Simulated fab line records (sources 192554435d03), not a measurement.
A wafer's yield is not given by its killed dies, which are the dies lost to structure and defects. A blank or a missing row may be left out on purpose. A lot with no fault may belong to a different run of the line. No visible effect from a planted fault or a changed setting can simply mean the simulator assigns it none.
Split-lot experiment + flow n5_finfet + route with 1938 steps; 7 lots, 39 wafers read

== THE SPLIT ==
At N5_BEOL_M0_SAQP_PECVD_00 (deposits SiCN from 3MS/NH3, target thk 8 nm, time 14 s), the setting time_s was moved away from the recipe's 14 s on 18 of the 39 wafers read, by -59.3% to +30.4%. All remaining wafers had this setting at the recipe value.

The reading is taken at the split's own step.

== THE READING ==
SiCN_of_BEOL_M0_SAQP_PECVD_00.thk_nm (the simulator's own value, which no gauge read), in nm, at N5_BEOL_M0_SAQP_PECVD_00 (deposits SiCN from 3MS/NH3, target thk 8 nm, time 14 s). No usual value for it is given in the file. Across the 21 wafers here that went through the recipe, the average is 8.0 nm and the standard deviation 0.14 nm.

| wafer  | tool, chamber at the split | time_s as run, s | against the recipe | SiCN_of_BEOL_M0_SAQP_PECVD_00.thk_nm, nm | against lot-mates on the recipe |
|--------|----------------------------|------------------|--------------------|------------------------------------------|---------------------------------|
| L076.1 | pecvd-03, 1                | 14               | recipe             | 7.8                                      | -                               |
| L076.3 | pecvd-03, 0                | 14               | recipe             | 8                                        | -                               |
| L076.6 | pecvd-03, 0                | 14               | recipe             | 8                                        | -                               |
| L081.1 | pecvd-02, 0,1              | 14               | recipe             | 8                                        | -                               |
| L081.5 | pecvd-02, 0,1              | 14               | recipe             | 8                                        | -                               |
| L081.2 | pecvd-02, 1                | 14               | recipe             | 7.8                                      | -                               |
| L081.3 | pecvd-02, 2                | 9.863            | -29.5%             | 5.8                                      | -2.1                            |
| L081.6 | pecvd-02, 2                | 9.863            | -29.5%             | 5.8                                      | -2.1                            |
| L081.4 | pecvd-02, 0                | 9.863            | -29.5%             | 5.6                                      | -2.3                            |
| L085.1 | pecvd-03, 2,1              | 14               | recipe             | 8                                        | -                               |
| L085.2 | pecvd-03, 2,1              | 14               | recipe             | 8                                        | -                               |
| L085.3 | pecvd-03, 0                | 17.32            | +23.7%             | 10                                       | +1.9                            |
| L085.4 | pecvd-03, 1                | 17.32            | +23.7%             | 9.8                                      | +1.7                            |
| L085.5 | pecvd-03, 2                | 14               | recipe             | 8.2                                      | -                               |
| L085.6 | pecvd-03, 0                | 17.32            | +23.7%             | 10.2                                     | +2.1                            |
| L086.1 | pecvd-02, 1                | 9.831            | -29.8%             | 5.6                                      | -2.5                            |
| L086.2 | pecvd-02, 0,2              | 9.831            | -29.8%             | 5.8                                      | -2.3                            |
| L086.6 | pecvd-02, 0,2              | 9.831            | -29.8%             | 5.8                                      | -2.3                            |
| L086.3 | pecvd-02, 2,1              | 14               | recipe             | 8                                        | -                               |
| L086.5 | pecvd-02, 2,1              | 14               | recipe             | 8                                        | -                               |
| L086.4 | pecvd-02, 0                | 14               | recipe             | 8.4                                      | -                               |
| L089.1 | pecvd-04, 0,2              | 10.03            | -28.4%             | 5.6                                      | -2.3                            |
| L089.3 | pecvd-04, 0,2              | 10.03            | -28.4%             | 5.6                                      | -2.3                            |
| L089.2 | pecvd-04, 1                | 14               | recipe             | 7.8                                      | -                               |
| L089.4 | pecvd-04, 1,0              | 14               | recipe             | 8                                        | -                               |
| L089.5 | pecvd-04, 1,0              | 14               | recipe             | 8                                        | -                               |
| L089.6 | pecvd-04, 2                | 10.03            | -28.4%             | 5.8                                      | -2.1                            |
| L088.1 | pecvd-04, 0                | 14               | recipe             | 7.8                                      | -                               |
| L088.2 | pecvd-04, 2,1              | 14               | recipe             | 8                                        | -                               |
| L088.5 | pecvd-04, 2,1              | 14               | recipe             | 8                                        | -                               |
| L088.3 | pecvd-04, 1,2,0            | 5.697            | -59.3%             | 3.2                                      | -4.7                            |
| L088.4 | pecvd-04, 1,2,0            | 5.697            | -59.3%             | 3.2                                      | -4.7                            |
| L088.6 | pecvd-04, 1,2,0            | 5.697            | -59.3%             | 3.2                                      | -4.7                            |
| L096.1 | pecvd-04, 0,1              | 14               | recipe             | 8                                        | -                               |
| L096.3 | pecvd-04, 0,1              | 14               | recipe             | 8                                        | -                               |
| L096.2 | pecvd-04, 1                | 18.25            | +30.4%             | 10.2                                     | +2.1                            |
| L096.4 | pecvd-04, 0                | 18.25            | +30.4%             | 10.6                                     | +2.5                            |
| L096.5 | pecvd-04, 0                | 14               | recipe             | 8.2                                      | -                               |
| L096.6 | pecvd-04, 1                | 18.25            | +30.4%             | 10.4                                     | +2.3                            |
The file does not say which wafer passed through which chamber wherever a row lists several chambers: such a row stands for several wafers.

THE FIT
A straight line over all 39 wafers: SiCN_of_BEOL_M0_SAQP_PECVD_00.thk_nm changes by +0.0802 nm for each +1% of time_s; r = +1.00; the points scatter about the line by 0.14 nm.
The same after taking each lot's own level away (the mean of its wafers on the recipe; 39 wafers): +0.0791 nm for each +1%; r = +1.00; scatter 0.13 nm.
That fit puts the effect of the largest move of time_s on the reading at 4.7 nm.
From 7.93 to 8.13 nm: that is the span of the lots' own levels, equal to 1.4 times the standard deviation above.
Consequently the slope shifts little with the lot-to-lot level, the two slopes agreeing.
Check: -4.68 nm against its lot-mates is what the line predicts for one of the wafers moved furthest among these (-59.3%) when that wafer is left out of the fit. Against them it came out at -4.73 nm.

== THESE WAFERS: OTHER SPLITS ==
These wafers also went through other splits before the reading. Each is held against what the fit with the lots' levels taken away leaves over:
| other split on the same wafers | wafers away from the commonest value | r with SiCN_of_BEOL_M0_SAQP_PECVD_00.thk_nm (lot level and that fit taken away) |
|--------------------------------|--------------------------------------|---------------------------------------------------------------------------------|
| N5_SD_EPI_N_EPI_21 time_s      | 12                                   | -0.28                                                                           |

== FILE'S OWN FIT ==
SiCN_of_BEOL_M0_SAQP_PECVD_00.thk_nm changes by +0.0791 nm for each +1% of time_s, r = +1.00.
